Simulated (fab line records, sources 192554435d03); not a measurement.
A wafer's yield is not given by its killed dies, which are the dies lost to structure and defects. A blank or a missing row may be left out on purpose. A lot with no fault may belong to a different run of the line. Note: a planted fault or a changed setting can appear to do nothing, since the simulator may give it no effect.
Split-lot study | flow n5Finfet | on a route of 1938 steps: 7 lots, 21 wafers read

== SPLIT DETAILS ==
At N5_FIN_SAQP_ETCH_65 (etches SiO2 in CF4, target depth 4 nm, time 4.4 s), the setting timeS was moved away from the recipe's 4.4 s on 9 of the 21 wafers read, by -20.7% to +17.8%. This setting was run at the recipe's value on the other wafers.

The split's own step is where the reading is taken.

== THE READING ==
etch.depthNm (the simulator's own value, which no gauge read), in nm, at N5_FIN_SAQP_ETCH_65 (etches SiO2 in CF4, target depth 4 nm, time 4.4 s). No usual value for it is given in the file. Average 3.996 nm, standard deviation 0.038 nm, over the 12 wafers here run with the recipe.

wafer  | tool, chamber at the split | timeS as run, s | against the recipe | etch.depthNm, nm | against lot-mates on the recipe
L074.3 | rieSi-01, 3                | 4.4             | recipe             | 3.964            | -
L074.5 | rieSi-01, 2                | 4.4             | recipe             | 4.017            | -
L074.6 | rieSi-01, 3                | 4.4             | recipe             | 3.961            | -
L075.2 | rieSi-05, 3                | 4.4             | recipe             | 4.043            | -
L075.4 | rieSi-05, 0                | 3.905           | -11.3%             | 3.549            | -0.494
L075.6 | rieSi-05, 0                | 3.905           | -11.3%             | 3.555            | -0.488
L077.2 | rieSi-01, 2                | 5.183           | +17.8%             | 4.649            | +0.632
L077.3 | rieSi-01, 1                | 4.4             | recipe             | 4.017            | -
L077.4 | rieSi-01, 3                | 5.183           | +17.8%             | 4.634            | +0.617
L079.1 | rieSi-05, 2                | 4.4             | recipe             | 3.987            | -
L079.2 | rieSi-05, 0                | 3.49            | -20.7%             | 3.156            | -0.857
L079.6 | rieSi-05, 2                | 4.4             | recipe             | 4.039            | -
L085.2 | rieSi-03, 0                | 4.4             | recipe             | 4.031            | -
L085.5 | rieSi-03, 3                | 4.4             | recipe             | 3.951            | -
L085.6 | rieSi-03, 0                | 4.4             | recipe             | 4.042            | -
L089.1 | rieSi-03, 3                | 3.753           | -14.7%             | 3.357            | -0.598
L089.3 | rieSi-03, 0                | 3.753           | -14.7%             | 3.414            | -0.541
L089.6 | rieSi-03, 3                | 4.4             | recipe             | 3.955            | -
L097.1 | rieSi-03, 0                | 4.732           | +7.5%              | 4.292            | +0.351
L097.2 | rieSi-03, 2                | 4.732           | +7.5%              | 4.232            | +0.291
L097.4 | rieSi-03, 1                | 4.4             | recipe             | 3.941            | -

FIT RESULTS
A straight line over all 21 wafers: etch.depthNm changes by +0.0387 nm for each +1% of timeS; r = +1.00; the points scatter about the line by 0.038 nm.
The same after taking each lot's own level away (the mean of its wafers on the recipe; 21 wafers): +0.0389 nm for each +1%; r = +0.99; scatter 0.039 nm.
According to that fit, moving timeS by its largest amount changes the reading by 0.8 nm.
Measured against the standard deviation above, the lots' own levels, which go from 3.9410 to 4.0430 nm, span 2.7 times it.
So the lot-to-lot level changes the slope little: the two slopes agree.
Check: for one of the wafers moved furthest among these (-20.7%), held out of the fit, the line's prediction against its lot-mates is -0.801 nm. It came out at -0.857 nm against them.

== OTHER SPLITS ON THESE WAFERS ==
Before the reading, these wafers also passed through other splits. Each is held against what the fit with the lots' levels taken away leaves over:
other split on the same wafers                  | wafers away from the commonest value | r with etch.depthNm (lot level and that fit taken away)
N5_WELL_APT_COAT_02 spinRpm                     | 9                                    | +0.21
N5_WELL_APT_PEB_06 pebTempC                     | 5                                    | +0.20
N5_PMOS_HMC_CHANNEL_EPI_EXPOSE_06 doseMj        | 6                                    | -0.38
N5_PMOS_HMC_CHANNEL_EPI_DEVELOP_08 developTimeS | 8                                    | -0.34

== FILE'S OWN FIT ==
etch.depthNm changes by +0.0395 nm for each +1% of timeS, r = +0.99.
